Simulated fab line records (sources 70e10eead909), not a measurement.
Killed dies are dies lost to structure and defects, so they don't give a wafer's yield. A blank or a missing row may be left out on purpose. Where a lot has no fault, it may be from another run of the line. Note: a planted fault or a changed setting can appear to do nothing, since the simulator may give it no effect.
A struck lot beside a sound one / flow nandHarc / 14 out of 1159 route steps
Sound: the wafers L836.1, L836.2, L836.3. Struck: wafers L828.1, L828.4 (left out: L828.5, a lot-mate that was not struck); the cause follows at the end.
Order at every step that has rows: each side's tool, ch and its chambers, its first start. Under that, the readings that differ: sound wafers / struck wafers / difference of the means / sigmas: that difference in standard deviations of wafers without a fault.
alike: readings whose means differ by less than 2 such deviations, and words and numbers that are the same on both sides. not compared: withheld readings, readings that some wafer has no value for, bounds like >300 that may hide the same value, and numbers for which the record gives no deviation and whose values overlap.
Wherever a step has rows on one side only, a row that says differs or no value, or a row with sigmas, the two part there. Non-overlapping numbers with no deviation appear without sigmas and do not part them. A reading that every wafer of one side lacks parts them only if that side has two wafers or more.

NHARC_P_START_INSPECT_01:
  sound on defectInspect-02, day 6 06:02; struck on defectInspect-02, day 4 06:02
  alike: rawDefectCount
then, 10 steps without rows for these wafers: NHARC_P_ZERO_WELL_PRECLEAN_00 (cleans in SPM, time 600 s); NHARC_P_ZERO_WELL_SRD_01; NHARC_P_ZERO_WELL_PECVD_02 (deposits SiO2, target thk 10 nm); NHARC_P_ZERO_WELL_DEHYDRATE_03 (time 120 s); NHARC_P_ZERO_WELL_HMDS_04 (time 30 s); NHARC_P_ZERO_WELL_COAT_64 (time 65 s); NHARC_P_ZERO_WELL_COAT_05 (resist thk 600 nm); NHARC_P_ZERO_WELL_SOFTBAKE_06 (time 70 s); NHARC_P_ZERO_WELL_EBR_07; NHARC_P_ZERO_WELL_EXPOSE_08 (exposes mask P ZERO, target cd 500 nm).
NHARC_P_ZERO_WELL_PEB_09: peb time 80 s.
  sound on lithoTrack-02 ch 0, day 6 07:04; struck on lithoTrack-03 ch 0, day 4 07:23
reading=heaterPowerTotalW (W); sound=188.7 189.5 190.5; struck=194.1 194.2; difference=+4.6; sigmas=+6
  alike: chillPlateTempC
then, 1 step without rows for these wafers: NHARC_P_ZERO_WELL_DEVELOP_10 (time 50 s).
NHARC_END_SORT_01:
  the record has rows for the sound wafers here (prober-02 ch 0, day 23 18:22) and none for the struck ones

WHERE THEY PART
Last at NHARC_END_SORT_01 as far as this record goes, first at NHARC_P_ZERO_WELL_PEB_09.

WHY: the cause the simulator had injected
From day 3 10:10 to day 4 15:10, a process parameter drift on lithoTrack-03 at NHARC_P_ZERO_WELL_PEB_09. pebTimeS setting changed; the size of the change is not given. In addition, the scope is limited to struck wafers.
